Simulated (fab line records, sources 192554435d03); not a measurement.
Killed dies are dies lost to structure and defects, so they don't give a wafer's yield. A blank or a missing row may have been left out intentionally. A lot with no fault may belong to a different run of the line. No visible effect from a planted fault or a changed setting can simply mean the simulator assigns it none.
Matching of chambers	flow n5 finfet	N5_BEOL_M1_ALD_98 on ald sin-02 has 4 sister chambers
The step deposits SiO2, target thk 2.5 nm, pulse time 1 s, co reactant pulse time 1 s. 22 wafers are shown with their chamber, then 11 later ones without.

EACH WAFER AND ITS CHAMBER
wafer	chamber	heater power w (W)	precursor pulse height rel
L074.1	3	70	1.003
L074.4	0	77	0.973
L074.6	2	85	0.997
L078.2	1	76	1.014
L078.3	2	88	0.996
L078.5	0	78	0.973
L079.1	0	78	1.022
L079.5	3	70	0.970
L079.6	2	88	1.007
L084.3	2	89	1.015
L084.4	0	75	1.024
L084.6	1	75	1.001
L087.2	3	71	0.998
L087.5	2	88	0.998
L087.6	3	71	1.041
L089.1	0	77	0.996
L089.4	3	71	1.009
L089.6	0	76	0.997
L091.2	2	87	0.998
L091.3	3	73	0.997
L091.5	2	86	0.977
L090.3	0	76	0.966

SIGNATURES, as means of the wafers listed above
reading	chamber 0	chamber 1	chamber 2	chamber 3	scatter within a chamber
heater power w	76.71	75.50	87.29	71.00	1.19
precursor pulse height rel	0.99300	1.00750	0.99829	1.00300	0.0196
Rule: a wafer lies at a distance from a chamber equal to the root of the sum of squares, over the readings, of (its reading less the chamber's mean, divided by the reading's scatter). The wafer belongs to the nearest chamber; if the next one is less than 2 further off, it can't be placed. The scatter: take each reading less its chamber's mean, square it, sum over the shown wafers, divide by the number of wafers less the number of chambers, and take the root.

WAFERS MISSING THEIR CHAMBER
wafer	heater power w (W)	precursor pulse height rel
L090.4	87	1.003
L090.6	77	1.023
L095.2	74	0.993
L095.5	74	1.015
L095.6	88	1.032
L097.2	69	0.983
L097.3	75	0.987
L097.6	89	1.012
L096.4	70	1.049
L096.5	76	1.022
L096.6	72	1.000

EACH ONE'S CHAMBER
wafer	from the rows above	in truth
L090.4	2	2
L090.6	can't be placed: 1 or 0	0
L095.2	can't be placed: 1 or 0 or 3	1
L095.5	can't be placed: 1 or 0 or 3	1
L095.6	2	2
L097.2	3	3
L097.3	can't be placed: 1 or 0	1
L097.6	2	2
L096.4	3	3
L096.5	can't be placed: 1 or 0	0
L096.6	3	3
Correct placement for 6 of the 11. Cannot be placed on the basis of these rows: 5; the candidates contain the true chamber in 5. 0 placed wrongly.
